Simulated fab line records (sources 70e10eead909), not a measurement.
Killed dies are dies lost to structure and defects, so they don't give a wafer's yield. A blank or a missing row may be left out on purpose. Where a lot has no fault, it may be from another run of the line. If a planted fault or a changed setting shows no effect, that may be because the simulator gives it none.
Chamber matching    flow nand-harc    NHARC_P_GATE_STRIP_108 on rie-diel-07: 4 sister chambers
The step strips in O2. 8 wafers are shown with their chamber, then 7 later ones without.

## WAFERS WITH THEIR CHAMBER
wafer   chamber  oes-product-au (a.u.)  rf-vpp-V (V)
L627.2  2        1.013                  58.3
L627.6  0        1.002                  59.2
L634.2  2        0.997                  57.5
L636.4  3        1.000                  57.3
L635.4  3        0.994                  59.0
L635.5  1        0.998                  57.8
L637.1  0        0.997                  59.1
L637.3  1        0.994                  56.7

## WAFERS WITH NO CHAMBER GIVEN
wafer   oes-product-au (a.u.)  rf-vpp-V (V)
L637.6  1.004                  57.5
L641.1  1.017                  58.2
L641.4  1.001                  57.9
L641.5  1.001                  58.5
L649.3  1.009                  59.0
L649.4  1.016                  57.6
L649.6  1.002                  58.5

## WHICH CHAMBER EACH ONE RAN IN
wafer   from the rows above                in truth
L637.6  can't be placed: 2 or 1 or 3 or 0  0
L641.1  can't be placed: 2 or 0 or 3 or 1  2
L641.4  can't be placed: 2 or 3 or 1 or 0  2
L641.5  can't be placed: 3 or 0 or 2 or 1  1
L649.3  can't be placed: 0 or 2 or 3 or 1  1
L649.4  can't be placed: 2 or 3 or 1 or 0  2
L649.6  can't be placed: 3 or 2 or 0 or 1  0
Correctly placed: 0 of 7. These rows do not allow placing 7 (true chamber among the candidates in 7). Placed wrongly: 0.
How it was worked out, from the rows above alone: a wafer's distance from a chamber is the root of the sum, over the readings, of the square of ((its reading less the chamber's mean) divided by the reading's scatter). The wafer belongs to the nearest chamber; if the next one is less than 2 further off, it can't be placed. The mean given for a chamber averages the wafers shown for that chamber. The scatter: the root of (the sum of the squares of (reading less its chamber's mean) over the shown wafers, divided by (wafers less chambers)).
